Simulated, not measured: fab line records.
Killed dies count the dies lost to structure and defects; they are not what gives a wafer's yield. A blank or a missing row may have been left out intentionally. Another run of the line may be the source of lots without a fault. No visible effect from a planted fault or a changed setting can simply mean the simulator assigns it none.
fab line records | flow nand_harc | part 1 of 2: steps 1 to 29 of 39
[record] lots = 5 wafers = 15 last_day = 33
route steps=1302 shown P_BONDPAD@373 A_START@389 A_ZERO_WELL@390 A_SOURCE_PLATE@413
lots that met no fault: from a run of the same line without faults
start_h: the number of hours between the record's first day and the start of the first shown wafer of the lot | wait_h: hours elapsed since this lot's preceding step | " same as the row above | L1.1+2: one row covering several wafers at once | - no value present, or no start provided | * or withheld: withheld | < > ~ a bound
route shown NAME@n: a module of which the file shows steps, and the number in the route of the first | usual: mean and standard deviation over wafers with no fault | same: alike in all rows | chamber/n: place in a boat | sites: the reading at each site | _std_site: their standard deviation | _edge_site: the outer-site mean with the inner-site mean subtracted | radius_mm: how far each site lies from the wafer's centre | mask NAME#n: copy n | behind: tool/chamber where the wafer was last shaped | hold: what put the lot on hold/how long, in hours/how the hold closed | device: the n, p or np transistor that did not switch | end of line: the same wafers' tests at the end of the route | a step with no rows: only its recipe | killed: count of dies lost to structure and defects at first sort (not the wafer's yield) | map: shows each die of a wafer: x if killed, . if not, _ if none is there
set.NAME: the run value of the setting; set.NAME@STEP: its run value at that earlier step | model.NAME: the simulator's own value behind a step, which no gauge read
a table for each step, a row for each wafer; lots at some steps of the route
services: the hour from which a tool's chamber was out of use, counted from the record's first day as start_h (under 0 if before that day), plus the number of hours and why
[[steps]]
[step NHARC_P_BONDPAD_STRIP_16]
[recipe] time_s = 600 temp_c = 30 chemistry = post_etch_residue_remover
[usual] bath_heat_duty_pct = 12.7/1.5
// columns lot.wafer tool chamber start_h wait_h bath_heat_duty_pct
L082.3 wet_bench-08 3 221.94 - 9.9
L082.6 " 4 " " 14.2
L082.2 " 6 " " 11.7
L088.2 wet_bench-10 0 284.84 - 12.2
L088.1 " 1 " " 13.5
L088.3 " 2 " " 11.1
L091.4 wet_bench-10 1 302.76 - 12.0
L091.6 " 4 " " 13.8
L091.5 " 6 " " 11.4
L092.6 wet_bench-08 6 314.81 - 12.8
L092.2 " 0 " " 10.4
L092.3 " 1 " " 13.6
L096.6 wet_bench-08 0 355.44 - 10.4
L096.1 " 2 " " 11.3
L096.3 " 3 " " 10.2
[step NHARC_P_BONDPAD_DEGAS_25]
[recipe] temp_c = 300 time_s = 60
[usual] heater_power_w = 475/40
// columns lot.wafer tool chamber start_h wait_h heater_power_w
L082.3 pvd_sputter-02 - 222.19 - 506
L082.2 " - " " 448
L082.6 " - " " 434
L088.2 pvd_sputter-01 - 285.11 - 488
L088.1 " - " " 488
L088.3 " - " " 436
L091.4 pvd_sputter-01 - 303.05 - 454
L091.5 " - " " 402
L091.6 " - " " 501
L092.3 pvd_sputter-02 - 315.06 - 470
L092.2 " - " " 521
L092.6 " - " " 511
L096.3 pvd_sputter-01 - 355.72 - 450
L096.1 " - " " 402
L096.6 " - " " 515
[step NHARC_P_BONDPAD_PRE_CLEAN_26]
[recipe] time_s = 30 temp_c = 280 gas = H2/He
[usual] heater_power_w = 418/34
// columns lot.wafer tool chamber start_h wait_h heater_power_w
L082.3 pvd_sputter-02 - - - 430
L082.2 " - " " 468
L082.6 " - " " 383
L088.1 pvd_sputter-01 - - - 452
L088.2 " - " " 435
L088.3 " - " " 395
L091.4 pvd_sputter-01 - - - 355
L091.5 " - " " 349
L091.6 " - " " 445
L092.2 pvd_sputter-02 - - - 375
L092.3 " - " " 452
L092.6 " - " " 390
L096.3 pvd_sputter-01 - - - 346
L096.1 " - " " 442
L096.6 " - " " 447
[step NHARC_P_BONDPAD_PVD_17]
[recipe] target_thk_a = 50 bias_v = 168.6 power_w = 15000 chamber_pressure_pa = 0.12 time_s = 8.06 substrate_temp_c = 50 material = TaN
[usual] cathode_dc_power_W = 14999/2.7 substrate_temp_c = 49.99/0.12 throttle_valve_pct = 30.2/1.2
// columns lot.wafer tool chamber start_h wait_h cathode_dc_power_W substrate_temp_c throttle_valve_pct
L082.2 pvd_sputter-02 - - - 15002 50.02 31.2
L082.3 " - " " 15003 49.85 29.3
L082.6 " - " " 14998 50.05 30.9
L088.2 pvd_sputter-01 - - - 15001 49.86 30.7
L088.3 " - " " 14998 49.98 29.3
L088.1 " - " " 14999 50.13 30.3
L091.4 pvd_sputter-01 - - - 14995 49.72 30.7
L091.5 " - " " 15001 49.82 30.4
L091.6 " - " " 14998 50.05 29.0
L092.2 pvd_sputter-02 - - - 14998 50.06 30.0
L092.3 " - " " 14999 50.16 29.5
L092.6 " - " " 15004 49.97 30.1
L096.1 pvd_sputter-01 - - - 14995 49.94 29.5
L096.3 " - " " 15000 50.04 32.3
L096.6 " - " " 14999 50.08 30.6
[step NHARC_P_BONDPAD_PVD_27]
[recipe] target_thk_a = 300 chamber_pressure_pa = 5 power_w = 5000 substrate_temp_c = 30 time_s = 20.49 material = Cu
[usual] cathode_dc_power_W = 5000.0/0.96 substrate_temp_c = 30.01/0.1 throttle_valve_pct = 30.3/1.2
// columns lot.wafer tool chamber start_h wait_h cathode_dc_power_W substrate_temp_c throttle_valve_pct
L082.3 pvd_sputter-02 - - - 5000.5 30.00 29.5
L082.2 " - " " 5000.5 30.24 31.0
L082.6 " - " " 4999.6 29.94 29.5
L088.3 pvd_sputter-01 - - - 5000.8 30.08 29.4
L088.1 " - " " 4999.7 29.80 32.3
L088.2 " - " " 5000.9 29.94 30.3
L091.4 pvd_sputter-01 - - - 4998.0 30.03 30.3
L091.6 " - " " 4999.9 29.90 32.6
L091.5 " - " " 5001.0 30.03 30.1
L092.3 pvd_sputter-02 - - - 5000.7 29.89 30.7
L092.2 " - " " 5001.3 29.80 31.2
L092.6 " - " " 4999.1 29.82 30.6
L096.3 pvd_sputter-01 - - - 5000.2 29.84 29.2
L096.1 " - " " 4999.6 30.19 30.3
L096.6 " - " " 4999.9 30.20 29.5
[step NHARC_P_BONDPAD_ECD_18]
[recipe] target_thk_a = 4000 bath_temp_c = 25 material = Cu
[usual] bath_heat_duty_pct = 5.9/0.57
// columns lot.wafer tool chamber start_h wait_h bath_heat_duty_pct
L082.2 ecd_cu-01 0 222.60 - 5.4
L082.3 " 0 " " 6.5
L082.6 " 1 " " 5.2
L088.2 ecd_cu-02 1 285.47 - 5.4
L088.1 " 0 " " 5.9
L088.3 " 0 " " 5.1
L091.4 ecd_cu-01 1 303.49 - 5.1
L091.5 " 1 " " 6.4
L091.6 " 0 " " 6.1
L092.2 ecd_cu-01 1 315.43 - 4.6
L092.3 " 0 " " 6.6
L092.6 " 0 " " 7.6
L096.1 ecd_cu-01 0 356.12 - 6.0
L096.3 " 0 " " 6.3
L096.6 " 0 " " 6.0
[step NHARC_P_BONDPAD_ANNEAL_28]
[recipe] temp_c = 225 time_s = 90
[usual] wafer_temp_C_max = 225.9/0.31
// columns lot.wafer tool chamber start_h wait_h wafer_temp_C_max
L082.2 rtp_anneal-01 0 222.98 - 225.9
L082.3 " 0 " " 225.9
L082.6 " 0 " " 225.9
L088.1 rtp_anneal-01 0 285.85 0.3 226.0
L088.2 " 0 " " 226.4
L088.3 " 0 " " 226.0
L091.4 rtp_anneal-02 0 303.92 0.4 225.6
L091.5 " 0 " " 225.5
L091.6 " 0 " " 225.7
L092.2 rtp_anneal-01 0 315.85 - 226.1
L092.3 " 0 " " 226.4
L092.6 " 0 " " 225.9
L096.1 rtp_anneal-02 0 356.45 0.3 225.4
L096.3 " 0 " " 225.7
L096.6 " 0 " " 225.6
[step NHARC_P_BONDPAD_CMP_19]
[recipe] t_overpolish_s = 30 cu_recess_touch_s = 16 target_thk_nm = 160.81
[usual] motor_current_A = 11.8/1 overpolish_run_s = 30.001/0.0092
// columns lot.wafer tool chamber start_h wait_h motor_current_A overpolish_run_s
L082.2 cmp-04 1 223.30 - 13.4 29.999
L082.3 " 3 " " 11.9 30.005
L082.6 " 0 " " 11.7 30.006
L088.2 cmp-02 1 286.20 - 10.5 30.006
L088.1 " 2 " " 11.4 30.003
L088.3 " 3 " " 11.0 29.992
L091.4 cmp-02 3 304.11 - 11.0 30.007
L091.6 " 3 " " 11.4 30.003
L091.5 " 0 " " 12.6 29.991
L092.2 cmp-02 1 316.17 - 10.3 29.989
L092.3 " 3 " " 11.3 30.006
L092.6 " 0 " " 12.9 30.011
L096.1 cmp-04 0 356.82 - 12.2 30.000
L096.3 " 1 " " 13.6 30.000
L096.6 " 3 " " 11.0 30.000
[step NHARC_P_BONDPAD_THK_MEAS_20]
[recipe] thk_meas_gauge = xrf
[usual] thk_nm = 160.8/1.6
// columns lot.wafer tool chamber start_h wait_h thk_nm
L082.2 film_metro-01 - 223.59 - 157.4
L082.3 " - " " 158.4
L082.6 " - " " 160.7
L088.1 film_metro-02 - 286.52 - 163.1
L088.2 " - " " 163.4
L088.3 " - " " 162.7
L091.4 film_metro-02 - 304.43 - 163.5
L091.5 " - " " 159.7
L091.6 " - " " 163.7
L092.2 film_metro-02 - 316.48 - 162.1
L092.3 " - " " 163.0
L092.6 " - " " 160.0
L096.1 film_metro-02 - 357.12 - 160.7
L096.3 " - " " 159.8
L096.6 " - " " 161.5
[step NHARC_P_BONDPAD_SRD_21]
[recipe] time_s = 30 temp_c = 23 dry_time_s = 20 spin_rpm = 1500
[usual] bath_heat_duty_pct = 3.6/0.62
// columns lot.wafer tool chamber start_h wait_h bath_heat_duty_pct
L082.6 wet_bench-10 4 223.64 0.0 2.9
L082.2 " 6 " " 3.2
L082.3 " 7 " " 4.2
L088.2 wet_bench-10 3 286.56 0.0 4.2
L088.3 " 4 " " 3.0
L088.1 " 5 " " 4.3
L091.4 wet_bench-10 4 304.47 0.0 3.9
L091.5 " 6 " " 4.3
L091.6 " 0 " " 3.5
L092.3 wet_bench-10 5 316.52 0.0 3.6
L092.6 " 0 " " 4.1
L092.2 " 1 " " 3.9
L096.1 wet_bench-08 0 357.17 0.0 2.3
L096.3 " 1 " " 3.3
L096.6 " 3 " " 2.6
[step NHARC_P_BONDPAD_INSPECT_23]
[usual] raw_defect_count = 327/110
// columns lot.wafer tool chamber start_h wait_h raw_defect_count
L082.2 defect_inspect-02 - 223.82 0.0 339
L082.3 " - " " 366
L082.6 " - " " 309
L088.1 defect_inspect-01 - 286.72 0.0 282
L088.2 " - " " 379
L088.3 " - " " 363
L091.4 defect_inspect-02 - 304.66 0.0 354
L091.5 " - " " 186
L091.6 " - " " 199
L092.2 defect_inspect-02 - 316.70 0.0 468
L092.3 " - " " 322
L092.6 " - " " 290
L096.1 defect_inspect-01 - 357.34 0.0 515
L096.3 " - " " 272
L096.6 " - " " 230
[step NHARC_P_BONDPAD_ACTIVATE_29]
[recipe] time_s = 60 n2_flow_sccm = 200 ar_flow_sccm = 0 bias_power_w = 0 chemistry = N2
[usual] drypump_motor_current_A = 5.9/0.33 oes_product_au = 0.999/0.0094 rf_vpp_V = 63.9/0.86 showerhead_plenum_p_Torr = 1.74/0.055
// columns lot.wafer tool chamber start_h wait_h drypump_motor_current_A oes_product_au rf_hours_counter_h rf_vpp_V showerhead_plenum_p_Torr
L082.2 rie_diel-01 2 223.88 0.1 6.1 0.988 1.4 64.1 1.64
L082.3 " 3 " " 5.9 1.000 1.2 64.6 1.77
L082.6 " 3 " " 5.9 0.994 - 63.7 1.77
L088.3 rie_diel-01 2 286.80 0.1 6.1 0.986 3.6 64.0 1.64
L088.1 " 3 " " 5.9 1.009 3.3 64.6 1.76
L088.2 " 0 " " 6.1 1.000 3.3 63.8 1.80
L091.4 rie_diel-06 3 304.77 0.1 6.0 1.004 - 62.6 1.66
L091.5 " 0 " " 5.9 1.004 - 65.4 1.71
L091.6 " 2 " " 6.3 1.013 - 64.1 1.66
L092.2 rie_diel-01 0 316.76 0.1 6.1 1.020 5.2 63.6 1.80
L092.3 " 1 " " 5.2 1.001 5.2 65.0 1.78
L092.6 " 0 " " 6.1 1.021 - 65.2 1.80
L096.3 rie_diel-06 3 357.43 0.1 6.0 0.997 3.2 62.7 1.66
L096.1 " 0 " " 5.9 0.990 3.2 63.2 1.71
L096.6 " 2 " " 6.3 1.010 - 64.2 1.66
[step NHARC_P_BONDPAD_PRECLEAN_30]
[recipe] time_s = 300 temp_c = 23 chemistry = DIW
[usual] bath_heat_duty_pct = 3.6/0.6
// columns lot.wafer tool chamber start_h wait_h bath_heat_duty_pct
L082.6 wet_bench-08 6 224.03 0.1 3.4
L082.3 " 0 " " 3.0
L082.2 " 3 " " 2.4
L088.2 wet_bench-10 1 286.95 0.1 3.2
L088.1 " 2 " " 3.3
L088.3 " 4 " " 3.8
L091.6 wet_bench-08 0 304.91 0.1 3.2
L091.4 " 1 " " 4.2
L091.5 " 2 " " 3.7
L092.3 wet_bench-08 1 316.95 0.2 4.4
L092.6 " 2 " " 3.5
L092.2 " 3 " " 3.5
L096.6 wet_bench-10 2 357.56 0.1 3.5
L096.3 " 5 " " 3.5
L096.1 " 7 " " 4.9
[step NHARC_P_BONDPAD_SRD_31]
[recipe] time_s = 30 temp_c = 23 dry_time_s = 20 spin_rpm = 1500
[usual] bath_heat_duty_pct = 3.6/0.59
// columns lot.wafer tool chamber start_h wait_h bath_heat_duty_pct
L082.6 wet_bench-08 6 - - 3.3
L082.3 " 0 " " 2.6
L082.2 " 3 " " 2.9
L088.2 wet_bench-10 1 - - 3.8
L088.1 " 2 " " 3.9
L088.3 " 4 " " 4.0
L091.6 wet_bench-08 0 - - 3.1
L091.4 " 1 " " 4.0
L091.5 " 2 " " 4.0
L092.3 wet_bench-08 1 - - 4.0
L092.6 " 2 " " 4.1
L092.2 " 3 " " 3.1
L096.6 wet_bench-10 2 - - 2.4
L096.3 " 5 " " 3.8
L096.1 " 7 " " 4.2
[step NHARC_A_START_INSPECT_01]
[usual] raw_defect_count = 3.2/1.7
// columns lot.wafer tool chamber start_h wait_h raw_defect_count
L082.2 defect_inspect-01 - 224.28 - 2
L082.3 " - " " 5
L082.6 " - " " 3
L088.1 defect_inspect-02 - 287.19 - 1
L088.2 " - " " 5
L088.3 " - " " 3
L091.4 defect_inspect-02 - 305.15 - 4
L091.5 " - " " 4
L091.6 " - " " 4
L092.2 defect_inspect-01 - 317.17 - 2
L092.3 " - " " 3
L092.6 " - " " 2
L096.1 defect_inspect-02 - 357.80 - 0
L096.3 " - " " 3
L096.6 " - " " 4
[step NHARC_A_ZERO_WELL_PRECLEAN_00]
[recipe] time_s = 600 temp_c = 120 chemistry = SPM
[usual] bath_heat_duty_pct = 13.5/1.5
// columns lot.wafer tool chamber start_h wait_h bath_heat_duty_pct
L082.3 wet_bench-06 0 224.37 0.1 16.4
L082.6 " 1 " " 14.4
L082.2 " 3 " " 10.3
L088.1 wet_bench-03 5 287.28 0.1 12.0
L088.3 " 6 " " 13.1
L088.2 " 1 " " 11.7
L091.4 wet_bench-05 7 305.24 0.1 12.9
L091.5 " 2 " " 11.8
L091.6 " 3 " " 11.9
L092.3 wet_bench-03 6 317.26 0.1 14.1
L092.2 " 0 " " 12.7
L092.6 " 3 " " 14.0
L096.1 wet_bench-06 5 357.89 0.1 13.5
L096.3 " 0 " " 16.4
L096.6 " 2 " " 14.5
[step NHARC_A_ZERO_WELL_SRD_01]
// columns lot.wafer tool chamber start_h wait_h
L082.3+6+2 wet_bench-06 0,1,3 - -
L088.1+3+2 wet_bench-03 5,6,1 - -
L091.4+5+6 wet_bench-05 7,2,3 - -
L092.3+2+6 wet_bench-03 6,0,3 - -
L096.1+3+6 wet_bench-06 5,0,2 - -
[step NHARC_A_ZERO_WELL_DEHYDRATE_02]
[recipe] temp_c = 150 time_s = 120
// columns lot.wafer tool chamber start_h wait_h
L082.2+3+6 litho_track-05 0 224.68 -
L088.1+2+3 litho_track-02 0 287.58 -
L091.4+5+6 litho_track-03 0 305.54 -
L092.2+3+6 litho_track-05 0 317.57 -
L096.1+3+6 litho_track-05 0 358.27 -
[step NHARC_A_ZERO_WELL_HMDS_03]
[recipe] time_s = 30
// columns lot.wafer tool chamber start_h wait_h
L082.2+3+6 litho_track-05 0 - -
L088.1+2+3 litho_track-02 0 - -
L091.4+5+6 litho_track-03 0 - -
L092.2+3+6 litho_track-05 0 - -
L096.1+3+6 litho_track-05 0 - -
[step NHARC_A_ZERO_WELL_COAT_18]
[recipe] temp_c = 200 time_s = 65
// columns lot.wafer tool chamber start_h wait_h
L082.2+3+6 litho_track-05 0 - -
L088.1+2+3 litho_track-02 0 - -
L091.4+5+6 litho_track-03 0 - -
L092.2+3+6 litho_track-05 0 - -
L096.1+3+6 litho_track-05 0 - -
[step NHARC_A_ZERO_WELL_COAT_04]
[recipe] spin_rpm = 2000 resist_thk_nm = 600
// columns lot.wafer tool chamber start_h wait_h
L082.2+3+6 litho_track-05 0 - -
L088.1+2+3 litho_track-02 0 - -
L091.4+5+6 litho_track-03 0 - -
L092.2+3+6 litho_track-05 0 - -
L096.1+3+6 litho_track-05 0 - -
[step NHARC_A_ZERO_WELL_SOFTBAKE_05]
[recipe] temp_c = 125 time_s = 70
// columns lot.wafer tool chamber start_h wait_h
L082.2+3+6 litho_track-05 0 - -
L088.1+2+3 litho_track-02 0 - -
L091.4+5+6 litho_track-03 0 - -
L092.2+3+6 litho_track-05 0 - -
L096.1+3+6 litho_track-05 0 - -
[step NHARC_A_ZERO_WELL_EBR_06]
// columns lot.wafer tool chamber start_h wait_h
L082.2+3+6 litho_track-05 0 - -
L088.1+2+3 litho_track-02 0 - -
L091.4+5+6 litho_track-03 0 - -
L092.2+3+6 litho_track-05 0 - -
L096.1+3+6 litho_track-05 0 - -
[step NHARC_A_ZERO_WELL_EXPOSE_07]
[recipe] na = 0.55 dose_mj = 33.85 mask_id = A_ZERO
[usual] exposure_dose_mJ_cm2 = 33.83/0.039
[same] na = 0.55
// columns lot.wafer tool chamber start_h wait_h mask exposure_dose_mJ_cm2
L082.2 krf_scanner-02 0 224.98 - A_ZERO#0 33.84
L082.3 " 0 " " A_ZERO#0 33.81
L082.6 " 0 " " A_ZERO#0 33.87
L088.1 krf_scanner-02 0 287.87 - A_ZERO#0 33.84
L088.2 " 0 " " A_ZERO#0 33.83
L088.3 " 0 " " A_ZERO#0 33.84
L091.4 krf_scanner-01 0 305.72 - A_ZERO#0 33.85
L091.5 " 0 " " A_ZERO#0 33.90
L091.6 " 0 " " A_ZERO#0 33.85
L092.2 krf_scanner-02 0 317.86 - A_ZERO#0 33.81
L092.3 " 0 " " A_ZERO#0 33.83
L092.6 " 0 " " A_ZERO#0 33.85
L096.1 krf_scanner-01 0 358.56 - A_ZERO#0 33.90
L096.3 " 0 " " A_ZERO#0 33.87
L096.6 " 0 " " A_ZERO#0 33.90
[step NHARC_A_ZERO_WELL_PEB_08]
[recipe] peb_temp_c = 128 peb_time_s = 80
// columns lot.wafer tool chamber start_h wait_h
L082.2+3+6 litho_track-02 0 225.04 0.1
L088.1+2+3 litho_track-02 0 287.94 0.1
L091.4+5+6 litho_track-03 0 305.78 0.0
L092.2+3+6 litho_track-05 0 317.92 0.1
L096.1+3+6 litho_track-05 0 358.62 0.1
[step NHARC_A_ZERO_WELL_DEVELOP_09]
[recipe] time_s = 50 dev_temp_c = 22
// columns lot.wafer tool chamber start_h wait_h
L082.2+3+6 litho_track-02 0 - -
L088.1+2+3 litho_track-02 0 - -
L091.4+5+6 litho_track-03 0 - -
L092.2+3+6 litho_track-05 0 - -
L096.1+3+6 litho_track-05 0 - -
[step NHARC_A_ZERO_WELL_CD_MEAS_10]
[recipe] target_cd_nm = 2000 landing_energy_ev = 500
[usual] cd_nm = 2000.0/1.6
// columns lot.wafer tool chamber start_h wait_h cd_nm
L082.2 cd_sem-01 0 225.13 - 2003.0
L082.3 " 0 " " 2002.5
L082.6 " 0 " " 2001.2
L088.1 cd_sem-03 0 288.02 - 2002.6
L088.2 " 0 " " 2000.0
L088.3 " 0 " " 2000.9
L091.4 cd_sem-01 0 305.87 - 2003.8
L091.5 " 0 " " 2002.3
L091.6 " 0 " " 2003.7
L092.2 cd_sem-01 0 318.01 - 1998.1
L092.3 " 0 " " 1997.3
L092.6 " 0 " " 1998.8
L096.1 cd_sem-03 0 358.71 - 1999.1
L096.3 " 0 " " 1999.8
L096.6 " 0 " " 2000.5
[step NHARC_A_ZERO_WELL_HARDBAKE_11]
[recipe] temp_c = 118 time_s = 65
// columns lot.wafer tool chamber start_h wait_h
L082.2+3+6 litho_track-03 0 225.20 -
L088.1+2+3 litho_track-03 0 288.10 -
L091.4+5+6 litho_track-03 0 305.95 -
L092.2+3+6 litho_track-05 0 318.09 -
L096.1+3+6 litho_track-03 0 358.79 -
[step NHARC_A_ZERO_WELL_DESCUM_12]
[recipe] time_s = 3 o2_flow_sccm = 200 ar_flow_sccm = 0 bias_power_w = 0 chemistry = O2
[usual] drypump_motor_current_A = 5.6/0.33 oes_product_au = 1.000/0.0082 rf_vpp_V = 57.9/0.77 showerhead_plenum_p_Torr = 1.96/0.066 throttle_valve_pct = 11.311/0.01
// columns lot.wafer tool chamber start_h wait_h drypump_motor_current_A oes_product_au rf_hours_counter_h rf_vpp_V showerhead_plenum_p_Torr throttle_valve_pct
L082.2 rie_diel-05 2 225.28 - 5.4 1.006 4 58.2 2.06 11.302
L082.3 " 3 " " 6.0 0.999 4 57.3 1.90 11.295
L082.6 " 2 " " 5.4 1.000 - 57.2 2.06 11.320
L088.2 rie_diel-08 2 288.19 - 6.0 0.991 14 57.7 1.89 11.327
L088.1 " 3 " " 6.2 1.002 17 58.1 1.86 11.312
L088.3 " 0 " " 5.9 0.989 19 58.9 1.87 11.312
L091.4 rie_diel-05 2 306.03 - 5.4 1.008 2 57.4 2.06 11.303
L091.5 " 0 " " 5.5 1.004 - 58.4 1.99 11.308
L091.6 " 1 " " 5.2 1.001 - 57.2 1.98 11.323
L092.2 rie_diel-05 3 318.16 - 6.0 0.991 3 57.8 1.90 11.306
L092.3 " 1 " " 5.2 1.000 2 57.5 1.98 11.312
L092.6 " 0 " " 5.5 1.008 - 57.2 1.99 11.296
L096.1 rie_diel-05 1 358.87 - 5.2 1.007 4 57.9 1.98 11.312
L096.3 " 2 " " 5.4 1.001 4 57.8 2.06 11.314
L096.6 " 0 " " 5.5 1.001 - 58.0 1.99 11.310
